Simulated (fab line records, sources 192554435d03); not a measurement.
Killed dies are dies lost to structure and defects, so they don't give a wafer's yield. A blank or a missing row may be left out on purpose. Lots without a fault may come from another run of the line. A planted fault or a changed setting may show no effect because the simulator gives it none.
Chamber matching | flow n5_finfet | N5_MOL_CONTACT_COAG_ETCH_106 on rie_diel-03: 4 sister chambers
The step etches SOC in N2/H2, target depth 80 nm, overetch 16 nm, time 120 s. 16 wafers are shown with their chamber, then 8 later ones without.

WAFERS WITH THEIR CHAMBER
wafer  | chamber | showerhead_plenum_p_Torr (Torr) | throttle_valve_pct (%) | drypump_motor_current_A (A)
L076.1 | 0       | 2.62                            | 18.1                   | 5.7
L076.3 | 1       | 2.44                            | 17.4                   | 5.4
L076.5 | 0       | 2.62                            | 18.1                   | 5.7
L078.1 | 2       | 2.70                            | 17.4                   | 5.8
L078.3 | 1       | 2.44                            | 17.4                   | 5.4
L078.5 | 1       | 2.44                            | 17.4                   | 5.4
L079.2 | 2       | 2.70                            | 17.4                   | 5.8
L079.4 | 1       | 2.44                            | 17.4                   | 5.5
L079.5 | 1       | 2.44                            | 17.4                   | 5.5
L083.3 | 1       | 2.44                            | 17.4                   | 5.4
L083.4 | 2       | 2.69                            | 17.4                   | 5.8
L083.5 | 1       | 2.44                            | 17.5                   | 5.4
L084.4 | 0       | 2.62                            | 18.1                   | 5.7
L084.5 | 3       | 2.53                            | 18.1                   | 5.6
L084.6 | 0       | 2.62                            | 18.1                   | 5.7
L086.1 | 2       | 2.69                            | 17.4                   | 5.8

SIGNATURES (means of the wafers above)
reading                  | chamber 0 | chamber 1 | chamber 2 | chamber 3 | scatter within a chamber
showerhead_plenum_p_Torr | 2.6200    | 2.4400    | 2.6950    | 2.5300    | 0.00289
throttle_valve_pct       | 18.100    | 17.414    | 17.400    | 18.100    | 0.0267
drypump_motor_current_A  | 5.700     | 5.429     | 5.800     | 5.600     | 0.0345
Rule: a wafer's distance from a chamber is the root of the sum, over the readings, of the square of ((its reading less the chamber's mean) divided by the reading's scatter). The wafer belongs to the nearest chamber; if the next one is less than 2 further off, it can't be placed. The scatter: the root of (the sum of the squares of (reading less its chamber's mean) over the shown wafers, divided by (wafers less chambers)).

WAFERS WITHOUT THEIR CHAMBER
wafer  | showerhead_plenum_p_Torr (Torr) | throttle_valve_pct (%) | drypump_motor_current_A (A)
L086.2 | 2.53                            | 18.1                   | 5.6
L086.6 | 2.53                            | 18.1                   | 5.6
L087.1 | 2.69                            | 17.4                   | 5.8
L087.2 | 2.53                            | 18.1                   | 5.5
L087.3 | 2.61                            | 18.1                   | 5.7
L088.1 | 2.43                            | 17.5                   | 5.5
L088.4 | 2.69                            | 17.4                   | 5.8
L088.5 | 2.61                            | 18.1                   | 5.6

WHICH CHAMBER EACH WENT THROUGH
wafer  | from the rows above | in truth
L086.2 | 3                   | 3
L086.6 | 3                   | 3
L087.1 | 2                   | 2
L087.2 | 3                   | 3
L087.3 | 0                   | 0
L088.1 | 1                   | 1
L088.4 | 2                   | 2
L088.5 | 0                   | 0
Placed correctly: 8 of 8. Can't be placed from these rows: 0. Placed wrongly: 0.
